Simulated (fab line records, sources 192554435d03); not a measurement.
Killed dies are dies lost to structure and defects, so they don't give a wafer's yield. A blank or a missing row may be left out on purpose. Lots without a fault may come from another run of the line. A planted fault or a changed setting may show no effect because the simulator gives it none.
fab line records | flow n5_finfet
record lots=5 wafers=15 last_day=20
route steps=1938 shown BEOL_M1@810 BEOL_M2@841
lots that met no fault: from a run of the same line without faults
start_h: hours from the record's first day to the start of the lot's first wafer shown | wait_h: hours since the lot's step before | " the same as in the row above | L1.1+2: a row that stands for several wafers | - no value, or no start given | * or withheld: withheld | < > ~ a bound
route shown NAME@n: a module of which the file shows steps, and the number in the route of the first | usual: mean/standard deviation of fault-free wafers | same: alike in all rows | chamber/n: place in a boat | sites: the reading at each site | _std_site: their standard deviation | _edge_site: outer sites' mean less inner sites' | radius_mm: how far each site lies from the wafer's centre | mask NAME#n: copy n | behind: the tool/chamber that last shaped the wafer | hold: why the lot was held/for how many hours/how that ended | device: the transistor (n, p or np) that didn't switch | end of line: the same wafers' tests at the end of the route | a step without rows: its recipe alone | killed: dies lost to structure and defects at the first sort, not the wafer's yield | map: a wafer's dies, x killed, . not, _ none there
set.NAME: the setting as run; set.NAME@STEP: as run at that earlier step | model.NAME: the simulator's own value behind a step, which no gauge read
lots at some steps of the route; a table a step, a row a wafer
services: from which hour (start_h, from the record's first day; less than 0 if before it) a tool's chamber was out of use, for how many hours, and why
## steps
# step N5_BEOL_M1_PRE_CLEAN_45
# recipe gas=H2/He time_s=30 temp_c=250
# usual heater_power_w=328/19
# same time_s=30
# columns lot.wafer tool chamber start_h wait_h heater_power_w
L076.1 pvd_sputter-03 - 139.91 0.0 324
L076.4 " - " " 304
L076.6 " - " " 327
L080.1 pvd_sputter-03 - 181.70 0.0 305
L080.4 " - " " 354
L080.5 " - " " 333
L084.1 pvd_sputter-02 - 189.94 0.0 355
L084.4 " - " " 349
L084.6 " - " " 359
L086.2 pvd_sputter-01 - 206.84 0.0 317
L086.3 " - " " 335
L086.6 " - " " 341
L097.3 pvd_sputter-02 - 291.66 0.0 351
L097.4 " - " " 323
L097.6 " - " " 323
# step N5_BEOL_M1_ALD_84
# recipe material=TaN target_thk_a=* temp_c=275 ald_precursor_family=PDMAT ald_co_reactant=NH3 pressure_torr=3 carrier_flow_sccm=1500 pulse_time_s=2 purge_time_s=3 co_reactant_purge_time_s=2 co_reactant_pulse_time_s=3 ald_cycles=30 precursor_vessel_temp_c=75 precursor_vessel_pressure_torr=26.25 precursor_vessel_carrier_sccm=1000
# usual heater_power_w=426/48 precursor_vessel_carrier_sccm=1000.0/2.9
# same pulse_time_s=2
# columns lot.wafer tool chamber start_h wait_h heater_power_w precursor_vessel_carrier_sccm
L076.1 ald_metal-04 1 139.97 0.0 421 998.5
L076.4 " 3 " " 444 996.9
L076.6 " 0 " " 359 1005.0
L080.1 ald_metal-02 1 181.82 0.1 431 1002.6
L080.4 " 2 " " 465 999.4
L080.5 " 2 " " 473 998.0
L084.1 ald_metal-02 1 190.02 0.1 425 1003.5
L084.4 " 3 " " 460 992.4
L084.6 " 3 " " 450 998.3
L086.2 ald_metal-03 1 206.92 0.1 449 1001.2
L086.3 " 3 " " 375 1001.3
L086.6 " 3 " " 368 999.5
L097.3 ald_metal-03 3 291.72 0.0 377 996.7
L097.4 " 1 " " 449 995.3
L097.6 " 1 " " 444 999.0
# step N5_BEOL_M1_SURFACE_TREAT_85
# recipe gas=Ar time_s=* ion_energy_ev=* ion_current_ma_cm2=0.5 pressure_mtorr=* ar_flow_sccm=30
# usual throttle_valve_pct=*
# same time_s=*
# columns lot.wafer tool chamber start_h wait_h throttle_valve_pct
L076.1 pvd_sputter-03 - 140.20 0.1 *
L076.4 " - " " *
L076.6 " - " " *
L080.1 pvd_sputter-03 - 182.30 0.4 *
L080.4 " - " " *
L080.5 " - " " *
L084.1 pvd_sputter-03 - 190.25 0.1 *
L084.4 " - " " *
L084.6 " - " " *
L086.2 pvd_sputter-01 - 207.26 0.2 *
L086.3 " - " " *
L086.6 " - " " *
L097.3 pvd_sputter-01 - 291.97 0.1 *
L097.4 " - " " *
L097.6 " - " " *
# step N5_BEOL_M1_CVD_47
# recipe material=Co target_thk_a=30 temp_c=withheld precursor=CCTBA/H2 pressure_torr=30 time_s=223.8
# same time_s=223.8
# columns lot.wafer tool chamber start_h wait_h
L076.1+4+6 cvd_co-01 0,2,1 140.34 0.1
L080.1+4+5 cvd_co-01 0,0,1 182.42 0.1
L084.1+4+6 cvd_co-02 0,0,2 190.31 0.0
L086.2+3+6 cvd_co-02 0,2,2 207.34 0.1
L097.3+4+6 cvd_co-02 1,0,2 292.07 0.1
# step N5_BEOL_M1_SPUTTER_48
# recipe material=Cu target_thk_a=45 temp_c=-20 chamber_pressure_pa=0.07 power_w=withheld time_s=8.29
# usual throttle_valve_pct=30.5/0.67
# same time_s=8.29
# columns lot.wafer tool chamber start_h wait_h throttle_valve_pct
L076.1 pvd_sputter-02 - 142.18 1.8 30.0
L076.4 " - " " 31.2
L076.6 " - " " 29.6
L080.1 pvd_sputter-02 - 182.84 0.4 29.9
L080.4 " - " " 31.2
L080.5 " - " " 30.1
L084.1 pvd_sputter-03 - 190.61 0.2 30.2
L084.4 " - " " 30.0
L084.6 " - " " 30.2
L086.2 pvd_sputter-01 - 207.64 0.2 31.5
L086.3 " - " " 31.7
L086.6 " - " " 31.7
L097.3 pvd_sputter-01 - 292.25 0.1 30.8
L097.4 " - " " 30.4
L097.6 " - " " 31.6
# step N5_BEOL_M1_ANNEAL_49
# recipe temp_c=400 time_s=240 ambient=vacuum
# usual heater_power_w=824/53
# same time_s=240
# columns lot.wafer tool chamber start_h wait_h heater_power_w
L076.1 pvd_sputter-02 - 142.26 0.0 887
L076.4 " - " " 849
L076.6 " - " " 811
L080.1 pvd_sputter-02 - 182.92 0.0 795
L080.4 " - " " 860
L080.5 " - " " 898
L084.1 pvd_sputter-03 - 190.69 0.0 879
L084.4 " - " " 807
L084.6 " - " " 787
L086.2 pvd_sputter-01 - 207.72 0.0 820
L086.3 " - " " 737
L086.6 " - " " 790
L097.3 pvd_sputter-01 - 292.33 0.0 844
L097.4 " - " " 857
L097.6 " - " " 804
# step N5_BEOL_M1_SPUTTER_79
# recipe material=Cu target_thk_a=45 temp_c=-20 chamber_pressure_pa=0.07 power_w=withheld time_s=8.29
# usual throttle_valve_pct=30.5/0.66
# same time_s=8.29
# columns lot.wafer tool chamber start_h wait_h throttle_valve_pct
L076.1 pvd_sputter-02 - 142.40 0.1 30.2
L076.4 " - " " 30.9
L076.6 " - " " 29.8
L080.1 pvd_sputter-02 - 183.06 0.1 29.6
L080.4 " - " " 31.1
L080.5 " - " " 30.1
L084.1 pvd_sputter-03 - 190.83 0.1 30.1
L084.4 " - " " 30.3
L084.6 " - " " 30.5
L086.2 pvd_sputter-01 - 207.86 0.1 31.8
L086.3 " - " " 31.8
L086.6 " - " " 31.6
L097.3 pvd_sputter-01 - 292.47 0.1 31.0
L097.4 " - " " 30.1
L097.6 " - " " 31.7
# step N5_BEOL_M1_ANNEAL_80
# recipe temp_c=400 time_s=240 ambient=vacuum
# usual heater_power_w=819/51
# same time_s=240
# columns lot.wafer tool chamber start_h wait_h heater_power_w
L076.1 pvd_sputter-02 - 142.48 0.0 862
L076.4 " - " " 844
L076.6 " - " " 791
L080.1 pvd_sputter-02 - 183.14 0.0 808
L080.4 " - " " 856
L080.5 " - " " 878
L084.1 pvd_sputter-03 - 190.91 0.0 874
L084.4 " - " " 782
L084.6 " - " " 793
L086.2 pvd_sputter-01 - 207.94 0.0 784
L086.3 " - " " 707
L086.6 " - " " 792
L097.3 pvd_sputter-01 - 292.55 0.0 857
L097.4 " - " " 862
L097.6 " - " " 786
# step N5_BEOL_M1_SPUTTER_81
# recipe material=Cu target_thk_a=45 temp_c=-20 chamber_pressure_pa=0.07 power_w=withheld time_s=8.29
# usual throttle_valve_pct=30.5/0.66
# same time_s=8.29
# columns lot.wafer tool chamber start_h wait_h throttle_valve_pct
L076.1 pvd_sputter-02 - 142.62 0.1 30.1
L076.4 " - " " 31.0
L076.6 " - " " 29.9
L080.1 pvd_sputter-02 - 183.28 0.1 29.7
L080.4 " - " " 31.2
L080.5 " - " " 30.2
L084.1 pvd_sputter-03 - 191.05 0.1 30.0
L084.4 " - " " 30.2
L084.6 " - " " 30.2
L086.2 pvd_sputter-01 - 208.08 0.1 31.8
L086.3 " - " " 31.4
L086.6 " - " " 31.5
L097.3 pvd_sputter-01 - 292.69 0.1 31.0
L097.4 " - " " 30.2
L097.6 " - " " 31.9
# step N5_BEOL_M1_ANNEAL_82
# recipe temp_c=400 time_s=240 ambient=vacuum
# usual heater_power_w=820/52
# same time_s=240
# columns lot.wafer tool chamber start_h wait_h heater_power_w
L076.1 pvd_sputter-02 - 142.70 0.0 871
L076.4 " - " " 844
L076.6 " - " " 788
L080.1 pvd_sputter-02 - 183.36 0.0 791
L080.4 " - " " 865
L080.5 " - " " 871
L084.1 pvd_sputter-03 - 191.13 0.0 855
L084.4 " - " " 790
L084.6 " - " " 803
L086.2 pvd_sputter-01 - 208.16 0.0 816
L086.3 " - " " 704
L086.6 " - " " 821
L097.3 pvd_sputter-01 - 292.77 0.0 846
L097.4 " - " " 855
L097.6 " - " " 821
# step N5_BEOL_M1_SPUTTER_86
# recipe material=Cu target_thk_a=45 temp_c=-20 chamber_pressure_pa=0.07 power_w=withheld time_s=8.29
# usual throttle_valve_pct=30.5/0.65
# same time_s=8.29
# columns lot.wafer tool chamber start_h wait_h throttle_valve_pct
L076.1 pvd_sputter-02 - 142.84 0.1 29.8
L076.4 " - " " 31.3
L076.6 " - " " 29.8
L080.1 pvd_sputter-02 - 183.50 0.1 29.6
L080.4 " - " " 30.9
L080.5 " - " " 30.2
L084.1 pvd_sputter-03 - 191.27 0.1 30.2
L084.4 " - " " 30.3
L084.6 " - " " 30.1
L086.2 pvd_sputter-01 - 208.30 0.1 31.6
L086.3 " - " " 31.5
L086.6 " - " " 31.4
L097.3 pvd_sputter-01 - 292.91 0.1 31.0
L097.4 " - " " 30.4
L097.6 " - " " 31.6
# step N5_BEOL_M1_ANNEAL_87
# recipe temp_c=400 time_s=240 ambient=vacuum
# usual heater_power_w=822/52
# same time_s=240
# columns lot.wafer tool chamber start_h wait_h heater_power_w
L076.1 pvd_sputter-02 - 142.92 0.0 885
L076.4 " - " " 862
L076.6 " - " " 788
L080.1 pvd_sputter-02 - 183.58 0.0 788
L080.4 " - " " 854
L080.5 " - " " 903
L084.1 pvd_sputter-03 - 191.35 0.0 896
L084.4 " - " " 803
L084.6 " - " " 788
L086.2 pvd_sputter-01 - 208.38 0.0 806
L086.3 " - " " 739
L086.6 " - " " 818
L097.3 pvd_sputter-01 - 292.99 0.0 862
L097.4 " - " " 852
L097.6 " - " " 783
# step N5_BEOL_M1_SPUTTER_88
# recipe material=Cu target_thk_a=45 temp_c=-20 chamber_pressure_pa=0.07 power_w=withheld time_s=8.29
# usual throttle_valve_pct=30.5/0.66
# same time_s=8.29
# columns lot.wafer tool chamber start_h wait_h throttle_valve_pct
L076.1 pvd_sputter-02 - 143.06 0.1 30.3
L076.4 " - " " 31.3
L076.6 " - " " 29.9
L080.1 pvd_sputter-02 - 183.72 0.1 29.9
L080.4 " - " " 30.8
L080.5 " - " " 29.9
L084.1 pvd_sputter-03 - 191.49 0.1 30.1
L084.4 " - " " 30.3
L084.6 " - " " 30.2
L086.2 pvd_sputter-01 - 208.52 0.1 31.6
L086.3 " - " " 31.4
L086.6 " - " " 31.6
L097.3 pvd_sputter-01 - 293.13 0.1 31.1
L097.4 " - " " 30.0
L097.6 " - " " 31.6
# step N5_BEOL_M1_ANNEAL_89
# recipe temp_c=400 time_s=240 ambient=vacuum
# usual heater_power_w=824/51
# same time_s=240
# columns lot.wafer tool chamber start_h wait_h heater_power_w
L076.1 pvd_sputter-02 - 143.14 0.0 915
L076.4 " - " " 872
L076.6 " - " " 798
L080.1 pvd_sputter-02 - 183.80 0.0 793
L080.4 " - " " 862
L080.5 " - " " 882
L084.1 pvd_sputter-03 - 191.57 0.0 872
L084.4 " - " " 787
L084.6 " - " " 820
L086.2 pvd_sputter-01 - 208.60 0.0 807
L086.3 " - " " 750
L086.6 " - " " 821
L097.3 pvd_sputter-01 - 293.21 0.0 853
L097.4 " - " " 832
L097.6 " - " " 821
# step N5_BEOL_M1_SPUTTER_90
# recipe material=Cu target_thk_a=45 temp_c=-20 chamber_pressure_pa=0.07 power_w=withheld time_s=8.29
# usual throttle_valve_pct=30.5/0.65
# same time_s=8.29
# columns lot.wafer tool chamber start_h wait_h throttle_valve_pct
L076.1 pvd_sputter-02 - 143.28 0.1 30.1
L076.4 " - " " 30.9
L076.6 " - " " 29.7
L080.1 pvd_sputter-02 - 183.94 0.1 29.9
L080.4 " - " " 31.1
L080.5 " - " " 30.1
L084.1 pvd_sputter-03 - 191.71 0.1 30.3
L084.4 " - " " 30.2
L084.6 " - " " 30.1
L086.2 pvd_sputter-01 - 208.74 0.1 31.7
L086.3 " - " " 31.5
L086.6 " - " " 31.6
L097.3 pvd_sputter-01 - 293.35 0.1 30.9
L097.4 " - " " 30.2
L097.6 " - " " 31.6
# step N5_BEOL_M1_ANNEAL_91
# recipe temp_c=400 time_s=240 ambient=vacuum
# usual heater_power_w=824/54
# same time_s=240
# columns lot.wafer tool chamber start_h wait_h heater_power_w
L076.1 pvd_sputter-02 - 143.36 0.0 887
L076.4 " - " " 889
L076.6 " - " " 816
L080.1 pvd_sputter-02 - 184.02 0.0 809
L080.4 " - " " 858
L080.5 " - " " 895
L084.1 pvd_sputter-03 - 191.79 0.0 868
L084.4 " - " " 809
L084.6 " - " " 802
L086.2 pvd_sputter-01 - 208.82 0.0 816
L086.3 " - " " 722
L086.6 " - " " 790
L097.3 pvd_sputter-01 - 293.43 0.0 859
L097.4 " - " " 849
L097.6 " - " " 803
# step N5_BEOL_M1_SPUTTER_92
# recipe material=Cu target_thk_a=45 temp_c=-20 chamber_pressure_pa=0.07 power_w=withheld time_s=8.29
# usual throttle_valve_pct=30.5/0.63
# same time_s=8.29
# columns lot.wafer tool chamber start_h wait_h throttle_valve_pct
L076.1 pvd_sputter-02 - 143.50 0.1 30.3
L076.4 " - " " 31.0
L076.6 " - " " 29.8
L080.1 pvd_sputter-02 - 184.16 0.1 29.8
L080.4 " - " " 31.3
L080.5 " - " " 30.2
L084.1 pvd_sputter-03 - 191.93 0.1 30.4
L084.4 " - " " 30.2
L084.6 " - " " 30.2
L086.2 pvd_sputter-01 - 208.96 0.1 31.7
L086.3 " - " " 31.4
L086.6 " - " " 31.8
L097.3 pvd_sputter-01 - 293.57 0.1 31.1
L097.4 " - " " 30.3
L097.6 " - " " 31.5
# step N5_BEOL_M1_ANNEAL_93
# recipe temp_c=400 time_s=240 ambient=vacuum
# usual heater_power_w=823/51
# same time_s=240
# columns lot.wafer tool chamber start_h wait_h heater_power_w
L076.1 pvd_sputter-02 - 143.58 0.0 884
L076.4 " - " " 863
L076.6 " - " " 794
L080.1 pvd_sputter-02 - 184.24 0.0 794
L080.4 " - " " 859
L080.5 " - " " 876
L084.1 pvd_sputter-03 - 192.01 0.0 864
L084.4 " - " " 809
L084.6 " - " " 798
L086.2 pvd_sputter-01 - 209.04 0.0 817
L086.3 " - " " 748
L086.6 " - " " 808
L097.3 pvd_sputter-01 - 293.65 0.0 858
L097.4 " - " " 841
L097.6 " - " " 805
# step N5_BEOL_M1_SPUTTER_94
# recipe material=Cu target_thk_a=45 temp_c=-20 chamber_pressure_pa=0.07 power_w=withheld time_s=8.29
# usual throttle_valve_pct=30.5/0.66
# same time_s=8.29
# columns lot.wafer tool chamber start_h wait_h throttle_valve_pct
L076.1 pvd_sputter-02 - 143.72 0.1 30.2
L076.4 " - " " 31.2
L076.6 " - " " 29.7
L080.1 pvd_sputter-02 - 184.38 0.1 29.7
L080.4 " - " " 31.1
L080.5 " - " " 30.3
L084.1 pvd_sputter-03 - 192.15 0.1 30.2
L084.4 " - " " 30.3
L084.6 " - " " 30.3
L086.2 pvd_sputter-01 - 209.18 0.1 31.7
L086.3 " - " " 31.4
L086.6 " - " " 31.6
L097.3 pvd_sputter-01 - 293.79 0.1 30.9
L097.4 " - " " 30.4
L097.6 " - " " 31.6
# step N5_BEOL_M1_ANNEAL_95
# recipe temp_c=400 time_s=240 ambient=vacuum
# usual heater_power_w=824/51
# same time_s=240
# columns lot.wafer tool chamber start_h wait_h heater_power_w
L076.1 pvd_sputter-02 - 143.80 0.0 907
L076.4 " - " " 880
L076.6 " - " " 816
L080.1 pvd_sputter-02 - 184.46 0.0 813
L080.4 " - " " 863
L080.5 " - " " 866
L084.1 pvd_sputter-03 - 192.23 0.0 870
L084.4 " - " " 808
L084.6 " - " " 793
L086.2 pvd_sputter-01 - 209.26 0.0 795
L086.3 " - " " 731
L086.6 " - " " 804
L097.3 pvd_sputter-01 - 293.87 0.0 841
L097.4 " - " " 864
L097.6 " - " " 805
# step N5_BEOL_M1_SPUTTER_96
# recipe material=Cu target_thk_a=45 temp_c=-20 chamber_pressure_pa=0.07 power_w=withheld time_s=8.29
# usual throttle_valve_pct=30.5/0.67
# same time_s=8.29
# columns lot.wafer tool chamber start_h wait_h throttle_valve_pct
L076.1 pvd_sputter-02 - 143.94 0.1 29.9
L076.4 " - " " 31.2
L076.6 " - " " 29.8
L080.1 pvd_sputter-02 - 184.60 0.1 29.7
L080.4 " - " " 30.6
L080.5 " - " " 29.8
L084.1 pvd_sputter-03 - 192.37 0.1 30.3
L084.4 " - " " 30.4
L084.6 " - " " 30.2
L086.2 pvd_sputter-01 - 209.40 0.1 31.7
L086.3 " - " " 31.3
L086.6 " - " " 31.5
L097.3 pvd_sputter-01 - 294.01 0.1 30.8
L097.4 " - " " 30.4
L097.6 " - " " 31.5
# step N5_BEOL_M1_ECD_50
# recipe material=Cu target_thk_a=3000
# columns lot.wafer tool chamber start_h wait_h
L076.1+4+6 ecd_cu-02 1,1,0 144.06 0.1
L080.1+4+5 ecd_cu-02 0,0,1 184.72 0.1
L084.1+4+6 ecd_cu-01 0,1,0 192.48 0.1
L086.2+3+6 ecd_cu-02 0,1,1 209.52 0.1
L097.3+4+6 ecd_cu-01 0,1,1 294.15 0.1
# step N5_BEOL_M1_ANNEAL_51
# recipe temp_c=225 time_s=90 ambient=N2
# usual wafer_temp_C_max=225.75/0.2
# same time_s=90
# columns lot.wafer tool chamber start_h wait_h wafer_temp_C_max
L076.1 rtp_anneal-02 0 144.14 0.1 225.63
L076.4 " 0 " " 225.29
L076.6 " 0 " " 225.60
L080.1 rtp_anneal-01 0 184.80 0.1 225.52
L080.4 " 0 " " 225.56
L080.5 " 0 " " 225.75
L084.1 rtp_anneal-02 0 192.56 0.1 226.19
L084.4 " 0 " " 226.13
L084.6 " 0 " " 225.72
L086.2 rtp_anneal-02 0 209.64 0.1 225.73
L086.3 " 0 " " 225.77
L086.6 " 0 " " 226.29
L097.3 rtp_anneal-02 0 294.30 0.1 225.99
L097.4 " 0 " " 225.84
L097.6 " 0 " " 225.88
# step N5_BEOL_M1_CMP_52
# recipe stop_on=SiOC t_overpolish_s=6.8 down_force_psi=1 platen_rpm=50 clearing_platen_down_force_psi=1.5 clearing_platen_rpm=50 post_cmp_clean=cu_alkaline target_thk_nm=40 clearing_platen_pad_velocity_m_s=0.99484 pad_velocity_m_s=0.99484
# usual barrier_field_endpoint_s=24.8/0.59 head_pressure_psi=0.9995/0.0023 motor_current_A=6.1/0.62 overpolish_run_s=6.801/0.008 time_to_endpoint_s=62.2/2.3
# columns lot.wafer tool chamber start_h wait_h barrier_field_endpoint_s head_pressure_psi motor_current_A overpolish_run_s time_to_endpoint_s
L076.4 cmp-02 0 144.44 0.1 25.2 1.0016 5.7 6.785 63.8
L076.1 " 3 " " 25.0 1.0020 6.2 6.797 60.7
L076.6 " 1 " " 25.1 1.0029 7.0 6.801 63.4
L080.4 cmp-03 3 185.38 0.2 24.3 0.9988 6.7 6.793 59.8
L080.1 " 1 " " 23.5 0.9977 6.6 6.795 60.8
L080.5 " 0 " " 23.7 1.0014 5.8 6.806 60.8
L084.4 cmp-02 2 192.86 0.1 25.2 0.9964 5.4 6.799 63.8
L084.1 " 1 " " 24.7 0.9972 7.2 6.808 62.3
L084.6 " 3 " " 25.4 0.9983 6.4 6.800 64.0
L086.2 cmp-03 3 209.93 0.2 24.1 0.9975 6.6 6.781 62.0
L086.3 " 0 " " 23.6 1.0008 5.8 6.801 59.8
L086.6 " 3 " " 25.3 0.9977 7.0 6.810 63.6
L097.4 cmp-01 1 294.58 0.2 24.9 0.9989 5.8 6.801 64.7
L097.3 " 2 " " 25.2 1.0020 4.9 6.816 65.4
L097.6 " 0 " " 25.1 1.0018 5.6 6.791 64.6
# step N5_BEOL_M1_THK_MEAS_53
# recipe thk_meas_gauge=xrf reads=Cu_of_BEOL_M1_ECD_50
# usual M1_THK=40.3/1.3
# columns lot.wafer tool chamber start_h wait_h M1_THK[nm]
L076.1 film_metro-02 - 144.73 - 39.9
L076.4 " - " " 40.8
L076.6 " - " " 41.3
L080.1 film_metro-01 - 185.68 - 39.8
L080.4 " - " " 40.2
L080.5 " - " " 40.0
L084.1 film_metro-01 - 193.15 - 40.2
L084.4 " - " " 42.4
L084.6 " - " " 41.8
L086.2 film_metro-02 - 210.19 - 41.4
L086.3 " - " " 39.8
L086.6 " - " " 41.3
L097.3 film_metro-02 - 294.80 - 40.4
L097.4 " - " " 42.2
L097.6 " - " " 42.4
# step N5_BEOL_M1_PRE_CLEAN_60
# recipe gas=NH3/H2 time_s=15 temp_c=* rf_power_w=300
# usual heater_power_w=78/22
# same time_s=15
# columns lot.wafer tool chamber start_h wait_h heater_power_w
L076.1 cvd_co-02 1 144.77 0.0 67
L076.4 " 0 " " 113
L076.6 " 2 " " 51
L080.1 cvd_co-01 1 185.72 0.0 66
L080.4 " 2 " " 76
L080.5 " 0 " " 85
L084.1 cvd_co-02 2 193.19 0.0 51
L084.4 " 1 " " 67
L084.6 " 0 " " 112
L086.2 cvd_co-02 1 210.23 0.0 68
L086.3 " 0 " " 110
L086.6 " 1 " " 67
L097.3 cvd_co-02 1 294.84 0.0 68
L097.4 " 2 " " 51
L097.6 " 0 " " 114
# step N5_BEOL_M1_CO_CAP_55
# recipe material=Co target_thk_a=20 temp_c=200 precursor=CCTBA/H2 pressure_torr=30 time_s=102.1
# usual heater_power_w=227/28
# same time_s=102.1
# columns lot.wafer tool chamber start_h wait_h heater_power_w
L076.1 cvd_co-02 1 144.81 0.0 213
L076.4 " 0 " " 268
L076.6 " 2 " " 193
L080.1 cvd_co-01 1 185.76 0.0 214
L080.4 " 2 " " 227
L080.5 " 0 " " 230
L084.1 cvd_co-02 2 193.23 0.0 193
L084.4 " 1 " " 212
L084.6 " 0 " " 265
L086.2 cvd_co-02 1 210.27 0.0 213
L086.3 " 0 " " 266
L086.6 " 1 " " 212
L097.3 cvd_co-02 1 294.88 0.0 211
L097.4 " 2 " " 193
L097.6 " 0 " " 277
# step N5_BEOL_M1_PRE_CLEAN_56
# recipe gas=NH3 time_s=15 temp_c=withheld rf_power_w=300
# same time_s=15
# columns lot.wafer tool chamber start_h wait_h
L076.1+4+6 pecvd-04 2,1,2 144.90 0.1
L080.1+4+5 pecvd-04 2,0,1 185.85 0.1
L084.1+4+6 pecvd-03 2 193.32 0.1
L086.2+3+6 pecvd-04 1,2,2 210.36 0.1
L097.3+4+6 pecvd-04 1,2,2 294.98 0.1
# step N5_BEOL_M1_DEP_57
# recipe material=SiCN target_thk_a=80 temp_c=withheld precursor=3MS/NH3 pressure_torr=3 rf_w=202 time_s=14
# usual showerhead_plenum_p_Torr=3.664/0.011 throttle_valve_pct=9.0/0.33
# same time_s=14
# columns lot.wafer tool chamber start_h wait_h showerhead_plenum_p_Torr throttle_valve_pct
L076.1 pecvd-04 2 144.93 0.0 3.656 9.2
L076.4 " 1 " " 3.656 8.7
L076.6 " 2 " " 3.656 9.4
L080.1 pecvd-04 2 185.87 0.0 3.649 9.2
L080.4 " 0 " " 3.663 9.3
L080.5 " 1 " " 3.673 8.4
L084.1 pecvd-03 2 193.36 0.0 3.640 9.5
L084.4 " 2 " " 3.640 9.7
L084.6 " 2 " " 3.657 9.4
L086.2 pecvd-04 1 210.38 0.0 3.673 8.6
L086.3 " 2 " " 3.648 9.4
L086.6 " 2 " " 3.652 9.4
L097.3 pecvd-04 1 295.02 0.0 3.671 8.5
L097.4 " 2 " " 3.664 9.3
L097.6 " 2 " " 3.646 9.4
# step N5_BEOL_M1_RS_MEAS_58
# recipe thk_meas_gauge=four-point-probe reads=Co_of_BEOL_M1_CO_CAP_55+Cu_of_BEOL_M1_ECD_50+Co_of_BEOL_M1_CVD_47+TaN_of_BEOL_M1_ALD_84
# usual M1_RS=0.671/0.028
# columns lot.wafer tool chamber start_h wait_h M1_RS[ohm/sq]
L076.1 film_metro-01 - 144.99 0.0 0.682
L076.4 " - " " 0.660
L076.6 " - " " 0.653
L080.1 film_metro-01 - 185.94 0.0 0.676
L080.4 " - " " 0.669
L080.5 " - " " 0.674
L084.1 film_metro-02 - 193.44 0.1 0.668
L084.4 " - " " 0.627
L084.6 " - " " 0.635
L086.2 film_metro-02 - 210.45 0.1 0.649
L086.3 " - " " 0.669
L086.6 " - " " 0.644
L097.3 film_metro-02 - 295.09 0.1 0.669
L097.4 " - " " 0.628
L097.6 " - " " 0.626
# step N5_BEOL_M1_INSPECT_59
# recipe inspect_instrument=darkfield mode=post_dep
# usual raw_defect_count=66/21
# columns lot.wafer tool chamber start_h wait_h raw_defect_count
L076.1 defect_inspect-02 - 145.02 0.0 68
L076.4 " - " " 46
L076.6 " - " " 70
L080.1 defect_inspect-02 - 185.96 0.0 37
L080.4 " - " " 59
L080.5 " - " " 74
L084.1 defect_inspect-01 - 193.47 0.0 72
L084.4 " - " " 39
L084.6 " - " " 76
L086.2 defect_inspect-02 - 210.48 0.0 65
L086.3 " - " " 79
L086.6 " - " " 72
L097.3 defect_inspect-01 - 295.12 0.0 73
L097.4 " - " " 67
L097.6 " - " " 88
# step N5_BEOL_M2_ILD_DEP_00
# recipe material=SiOC target_thk_a=790 temp_c=350 precursor=DEMS/O2 pressure_torr=5 rf_w=500 time_s=15.3
# usual heater_power_w=468/40 showerhead_plenum_p_Torr=5.691/0.013 throttle_valve_pct=12.1/0.7
# same time_s=15.3
# columns lot.wafer tool chamber start_h wait_h heater_power_w showerhead_plenum_p_Torr throttle_valve_pct
L076.1 pecvd-01 2 145.06 0.0 454 5.713 11.1
L076.4 " 1 " " 530 5.683 13.5
L076.6 " 2 " " 461 5.706 11.3
L080.1 pecvd-01 1 186.00 0.0 518 5.692 13.6
L080.4 " 2 " " 471 5.703 11.3
L080.5 " 1 " " 519 5.692 13.7
L084.1 pecvd-03 2 193.51 0.0 396 5.670 12.6
L084.4 " 2 " " 407 5.696 12.2
L084.6 " 2 " " 414 5.681 12.7
L086.2 pecvd-03 2 210.51 0.0 433 5.686 12.5
L086.3 " 1 " " 435 5.680 11.6
L086.6 " 2 " " 443 5.687 12.5
L097.3 pecvd-01 2 295.15 0.0 429 5.712 11.4
L097.4 " 0 " " 440 5.693 12.0
L097.6 " 2 " " 429 5.717 11.1
# step N5_BEOL_M2_THK_MEAS_01
# recipe reads=SiOC_of_BEOL_M2_ILD_DEP_00
# usual M2_ILD_THK=78.9/0.83
# columns lot.wafer tool chamber start_h wait_h M2_ILD_THK[nm]
L076.1 film_metro-01 - 145.12 0.0 79.4
L076.4 " - " " 79.3
L076.6 " - " " 79.7
L080.1 film_metro-01 - 186.07 0.0 77.7
L080.4 " - " " 78.9
L080.5 " - " " 78.8
L084.1 film_metro-01 - 193.59 0.1 78.1
L084.4 " - " " 78.9
L084.6 " - " " 78.0
L086.2 film_metro-01 - 210.58 0.1 79.8
L086.3 " - " " 79.4
L086.6 " - " " 80.8
L097.3 film_metro-01 - 295.22 0.1 78.5
L097.4 " - " " 79.0
L097.6 " - " " 78.7
# step N5_BEOL_M2_PECVD_72
# recipe material=SiO2 target_thk_a=160 temp_c=400 precursor=TEOS/O2 pressure_torr=5.5 rf_w=450 teos_flow_sccm=53.8 gas=O2 flow_sccm=3000 time_s=18
# usual heater_power_w=688/53 showerhead_plenum_p_Torr=8.77/0.049 throttle_valve_pct=22.7/1.4
# same time_s=18
# columns lot.wafer tool chamber start_h wait_h heater_power_w showerhead_plenum_p_Torr throttle_valve_pct
L076.1 pecvd-04 0 145.16 0.0 625 8.82 23.0
L076.4 " 0 " " 638 8.83 23.2
L076.6 " 2 " " 681 8.75 22.7
L080.1 pecvd-04 2 186.11 0.0 800 8.75 22.6
L080.4 " 0 " " 700 8.84 23.0
L080.5 " 2 " " 649 8.73 23.0
L084.1 pecvd-03 0 193.63 0.0 742 8.75 22.9
L084.4 " 2 " " 683 8.70 23.7
L084.6 " 0 " " 589 8.78 23.2
L086.2 pecvd-01 1 210.62 0.0 745 8.72 25.6
L086.3 " 0 " " 610 8.74 22.8
L086.6 " 2 " " 682 8.83 20.7
L097.3 pecvd-03 1 295.26 0.0 725 8.70 21.8
L097.4 " 0 " " 718 8.79 23.4
L097.6 " 1 " " 739 8.71 21.7
## services
# columns tool chamber start_h hours kind
ald_metal-03 - 122.97 14.6 pm
ecd_cu-01 - 128.08 0.9 repair
cmp-03 - 129.74 1.4 repair
pvd_sputter-01 - 137.31 1.3 repair
ald_metal-02 1 147.15 6.2 repair
cvd_co-02 1 151.27 3.5 repair
cvd_co-01 - 155.57 2.8 repair
cvd_co-02 - 158.58 2.4 repair
pvd_sputter-03 - 164.50 2.8 repair
cmp-02 - 167.59 0.3 repair
pecvd-03 - 174.30 14.6 pm
cvd_co-02 - 179.15 2.8 repair
ecd_cu-01 - 179.86 0.6 repair
ald_metal-03 - 182.19 4.0 repair
cmp-03 - 188.76 1.9 repair
cvd_co-01 - 210.62 0.6 repair
pecvd-03 2 212.06 18.9 repair
ald_metal-03 1 216.19 3.5 repair
cvd_co-01 - 239.13 65.6 repair
cmp-03 - 246.69 4.0 pm
cmp-02 - 255.37 4.0 pm
cvd_co-02 2 266.37 19.5 repair
pecvd-03 - 270.21 0.6 repair
pecvd-04 0 282.82 14.2 repair
## key
fault none
